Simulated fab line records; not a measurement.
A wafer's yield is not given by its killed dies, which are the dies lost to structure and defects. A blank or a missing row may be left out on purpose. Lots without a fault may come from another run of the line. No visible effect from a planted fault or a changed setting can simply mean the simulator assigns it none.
One fault through the eyes of 2 desks :: flow n5-finfet :: every desk sees just its own numbers, and what lay behind them comes last

FOR THE TOOL OWNER'S DESK: rie-diel-01
The tool's own readings at N5_STI_FIN_REVEAL_ETCHBACK_08 (etches SiO2 in C4F6/O2, target depth 30.5 nm, time 10.167 s): means of the sampled wafers that have a number, for each lot that ran on this tool. The brackets show how far a lot's mean lies from the usual mean; more than 4 standard deviations puts the lot out of limits, marked OUT.
Columns: A = drypump-motor-current-A at N5_STI_FIN_REVEAL_ETCHBACK_08, usual 5.7 A; B = oes-product-au at N5_STI_FIN_REVEAL_ETCHBACK_08, usual 0.80 a.u.; C = rf-vpp-V at N5_STI_FIN_REVEAL_ETCHBACK_08, usual 669 V; D = showerhead-plenum-p-Torr at N5_STI_FIN_REVEAL_ETCHBACK_08, usual 2.87 Torr; E = throttle-valve-pct at N5_STI_FIN_REVEAL_ETCHBACK_08, usual 21.15 %
lot: L831
first seen here: day 3 06:11
A: 5.6
B: 0.70
C: 654
D: 2.80
E: 21.60

lot: L832
first seen here: day 3 12:05
A: 5.5
B: 0.87
C: 684
D: 2.89
E: 21.17

lot: L837
first seen here: day 4 17:08
A: 5.7
B: 0.76
C: 667
D: 2.79
E: 21.55

lot: L839
first seen here: day 5 07:13
A: 5.6
B: 0.83
C: 676
D: 2.82
E: 21.32

lot: L840
first seen here: day 5 11:05
A: 5.4
B: 0.81
C: 671
D: 2.91
E: 21.19
Finding of this desk: none of the 5 lots has anything out of limits.

FROM THE METROLOGY DESK
What the gauges read, lot by lot, whatever tool the lot ran on: means of the sampled wafers that have a number. The brackets show how far a lot's mean lies from the usual mean; more than 4 standard deviations puts the lot out of limits, marked OUT. Shown here are 7 of its 12 readings, the ones lying furthest out on some lot.
Columns: A = cd-nm at N5_STI_FIN_REVEAL_CD_MEAS_22, usual 6.3 nm; B = trench-depth-nm at N5_STI_FIN_REVEAL_FIN_H_MEAS_10, usual 52.1 nm; C = DIBL_N at N5_BEOL_M4_RC_MEAS_101, usual 36.0 mV/V; D = DIBL_P at N5_BEOL_M4_RC_MEAS_101, usual 35.9 mV/V; E = ION_P at N5_BEOL_M4_RC_MEAS_101, usual 463 uA/um; F = VT_N at N5_BEOL_M4_RC_MEAS_101, usual 250 mV; G = VT_P at N5_BEOL_M4_RC_MEAS_101, usual -251 mV
lot: L831
first seen here: day 3 09:07
A: 6.4
B: 51.4
C: 34.9
D: 35.2
E: 449
F: 250
G: -254

lot: L832
first seen here: day 3 15:01
A: 6.0
B: 52.6
C: 33.1
D: 32.1
E: 459
F: 258
G: -255

lot: L837
first seen here: day 4 20:04
A: 6.2
B: 50.4
C: 36.3
D: 35.0
E: 450
F: 256
G: -256

lot: L839
first seen here: day 5 10:08
A: 6.2
B: 53.4
C: 36.2
D: 34.3
E: 471
F: 251
G: -247

lot: L840
first seen here: day 5 14:00
A: 6.2
B: 53.4
C: 34.8
D: 35.7
E: 472
F: 248
G: -251

lot: L844
first seen here: day 6 12:52
A: 6.9
B: 52.7
C: 35.7
D: 37.0
E: 475
F: 247
G: -248

lot: L847
first seen here: day 7 06:57
A: 6.6
B: 52.5
C: 39.0
D: 40.1
E: 473
F: 247
G: -249

lot: L849
first seen here: day 7 18:19
A: 6.3
B: 52.5
C: 34.2
D: 33.8
E: 464
F: 252
G: -248

lot: L850
first seen here: day 8 01:26
A: 6.4
B: 52.5
C: 36.0
D: 38.0
E: 465
F: 245
G: -251
Finding of this desk: none of the 9 lots has anything out of limits.

PUT TOGETHER
Nothing out of limits was seen by the tool owner's desk.
Nothing out of limits was seen by the metrology desk.

WHAT THE SIMULATOR HAD INSERTED
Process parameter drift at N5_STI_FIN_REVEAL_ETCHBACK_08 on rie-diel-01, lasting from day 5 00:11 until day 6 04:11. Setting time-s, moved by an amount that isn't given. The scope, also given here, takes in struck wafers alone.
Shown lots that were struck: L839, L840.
